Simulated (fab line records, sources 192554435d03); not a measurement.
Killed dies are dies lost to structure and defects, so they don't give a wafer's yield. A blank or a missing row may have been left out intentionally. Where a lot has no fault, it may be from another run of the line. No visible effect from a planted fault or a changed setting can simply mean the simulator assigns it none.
Which tool is to blame?    flow n5-finfet    11 lots with 33 wafers sampled at 2 steps, on a route of 1938 steps

## WHAT THE GAUGES READ, wafer by wafer
N5_MIM_BOT_LITHO_CD_MEAS_08: the cd target is 3000 nm. Usual: cd-nm reads 3000.2 nm (standard deviation 1.5).
lot   measured      on         cd-nm (nm)            flag
L821  day 11 22:51  cd-sem-01  3001.4 3000.3 3000.5  
L823  day 12 16:50  cd-sem-03  2997.6 2997.5 2997.7  
L828  day 13 10:02  cd-sem-01  3001.1 3001.1 2999.8  
L830  day 13 23:21  cd-sem-01  3001.5 3000.4 3002.6  
L831  day 14 04:07  cd-sem-02  2999.6 3000.9 3000.0  
L833  day 14 19:59  cd-sem-02  3000.1 3000.0 3000.8  
L832  day 15 03:52  cd-sem-02  2996.4 2997.5 2998.5  
L837  day 16 03:23  cd-sem-02  2999.8 2999.2 3000.1  
L839  day 16 11:02  cd-sem-03  2998.9 2998.7 3000.5  
L841  day 16 11:12  cd-sem-02  3002.1 3002.3 3003.0  
L844  day 18 08:15  cd-sem-03  3000.7 3000.1 3000.5  

N5_MIM_BOT_LITHO_OVL_MEAS_11. Usual: MIM_BOT_OVL gives -1 nm (standard deviation 5.2).
lot   measured      on          MIM_BOT_OVL (nm)  flag
L821  day 11 22:53  overlay-01  3 7 5             
L823  day 12 16:52  overlay-01  -1 0 -4           
L828  day 13 10:04  overlay-02  -3 -6 2           
L830  day 13 23:23  overlay-02  -8 -1 -11         
L831  day 14 04:08  overlay-01  -3 -9 -1          
L833  day 14 20:01  overlay-02  1 9 3             
L832  day 15 03:53  overlay-01  1 0 2             
L837  day 16 03:25  overlay-01  10 12 8           
L839  day 16 11:04  overlay-01  4 -5 -5           
L841  day 16 11:14  overlay-02  3 4 -5            
L844  day 18 08:17  overlay-02  -9 -12 -12        

## WHICH TOOL RAN EACH LOT (tool, then ch and the chambers of the sampled wafers, then the start)
The record holds no process step before these readings.

## AS READ BY THE TOOLS THEMSELVES (means over the sampled wafers that have a number; for cases with no such wafer, the mark the record gives instead)
The record holds no such reading with a usual standard deviation.

## THE ANSWER, worked out from the rows above alone
Rule: a lot is off if the mean of its wafers that have a number lies more than 3 standard deviations from the usual mean. Also off: a lot with no number at a reading for which 4 or more lots have one. All remaining lots with rows at the step are treated as sound. After the gauges, taken in route order, come the tools' own readings; for these a lot's mean is taken, as printed above. At the first step where some lot is off, the reading lying furthest off is the one used; lots without a number count as furthest.
No lot is off on any of the readings shown, so nothing can be concluded from this.

## WHAT WAS PUT IN BY THE SIMULATOR
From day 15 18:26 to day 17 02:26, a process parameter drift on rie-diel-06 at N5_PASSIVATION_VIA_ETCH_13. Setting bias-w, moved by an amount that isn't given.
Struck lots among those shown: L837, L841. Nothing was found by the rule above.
